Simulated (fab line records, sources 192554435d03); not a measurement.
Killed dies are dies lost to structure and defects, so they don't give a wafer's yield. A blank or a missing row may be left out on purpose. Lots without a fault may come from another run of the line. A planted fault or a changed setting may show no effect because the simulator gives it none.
Chamber matching | flow n5_finfet | N5_BEOL_M0_SAQP_CUT_ETCH_46 on rie_diel-03: 4 sister chambers
The step etches SOC in N2/H2, target depth 135 nm, overetch 27 nm, time 202.5 s. 8 wafers are shown with their chamber, then 8 later ones without.

WAFERS WITH THEIR CHAMBER
wafer  | chamber | showerhead_plenum_p_Torr (Torr) | throttle_valve_pct (%)
L077.3 | 2       | 2.63                            | 17.89
L077.5 | 2       | 2.63                            | 17.87
L079.4 | 1       | 2.41                            | 18.02
L079.6 | 0       | 2.65                            | 18.12
L080.1 | 1       | 2.41                            | 18.04
L080.2 | 3       | 2.48                            | 17.57
L080.3 | 0       | 2.65                            | 18.15
L084.1 | 3       | 2.47                            | 17.59

WAFERS WITHOUT THEIR CHAMBER
wafer  | showerhead_plenum_p_Torr (Torr) | throttle_valve_pct (%)
L084.2 | 2.65                            | 18.16
L084.5 | 2.65                            | 18.15
L089.1 | 2.62                            | 17.93
L089.3 | 2.47                            | 17.61
L089.4 | 2.41                            | 18.05
L096.2 | 2.64                            | 18.21
L096.3 | 2.46                            | 17.66
L096.5 | 2.40                            | 18.05

WHICH CHAMBER EACH WENT THROUGH
wafer  | from the rows above | in truth
L084.2 | 0                   | 0
L084.5 | 0                   | 0
L089.1 | 2                   | 2
L089.3 | 3                   | 3
L089.4 | 1                   | 1
L096.2 | 0                   | 0
L096.3 | 3                   | 3
L096.5 | 1                   | 1
Placed correctly: 8 of 8. Can't be placed from these rows: 0. Placed wrongly: 0.
How it was worked out, from the rows above alone: a wafer's distance from a chamber is the root of the sum, over the readings, of the square of ((its reading less the chamber's mean) divided by the reading's scatter). The wafer belongs to the nearest chamber; if the next one is less than 2 further off, it can't be placed. A chamber's mean is the mean of its shown wafers. The scatter: the root of (the sum of the squares of (reading less its chamber's mean) over the shown wafers, divided by (wafers less chambers)).
